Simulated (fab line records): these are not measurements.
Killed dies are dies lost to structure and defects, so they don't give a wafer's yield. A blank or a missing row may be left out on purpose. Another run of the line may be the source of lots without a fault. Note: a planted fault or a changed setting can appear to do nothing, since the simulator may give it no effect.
Matching of chambers | flow n5 finfet | N5_GATE_CUT_ETCH_19 on rie diel-01 has 4 sister chambers
The step etches SiNx in CH3F/O2, target depth 53.7 nm, time 76.7 s. 8 wafers are shown with their chamber, then 8 later ones without.

WAFERS, EACH WITH ITS CHAMBER
wafer  | chamber | showerhead plenum p Torr (Torr) | rf vpp V (V)
L074.3 | 0       | 1.97                            | 297
L078.3 | 0       | 1.96                            | 297
L079.5 | 1       | 1.93                            | 289
L079.6 | 2       | 2.01                            | 298
L083.1 | 1       | 1.93                            | 290
L083.2 | 3       | 1.94                            | 307
L083.4 | 3       | 1.94                            | 308
L085.1 | 2       | 2.00                            | 298

WAFERS WITHOUT THEIR CHAMBER
wafer  | showerhead plenum p Torr (Torr) | rf vpp V (V)
L085.3 | 1.93                            | 308
L085.4 | 1.93                            | 308
L092.1 | 1.92                            | 288
L092.4 | 1.96                            | 297
L092.5 | 1.93                            | 307
L097.2 | 2.00                            | 299
L097.3 | 1.92                            | 289
L097.4 | 1.93                            | 308

EACH ONE'S CHAMBER
wafer  | from the rows above | in truth
L085.3 | 3                   | 3
L085.4 | 3                   | 3
L092.1 | 1                   | 1
L092.4 | 0                   | 0
L092.5 | 3                   | 3
L097.2 | 2                   | 2
L097.3 | 1                   | 1
L097.4 | 3                   | 3
8 of 8 placed correctly. Can't be placed from these rows: 0. Wrongly placed: 0.
How it was worked out, from the rows above alone: a wafer's distance from a chamber is the root of the sum, over the readings, of the square of ((its reading less the chamber's mean) divided by the reading's scatter). If the next closest chamber is less than 2 further off than the closest, the wafer can't be placed; otherwise it belongs to the closest. Each chamber's mean is taken over the wafers shown for it. The scatter: take each reading less its chamber's mean, square it, sum over the shown wafers, divide by the number of wafers less the number of chambers, and take the root.
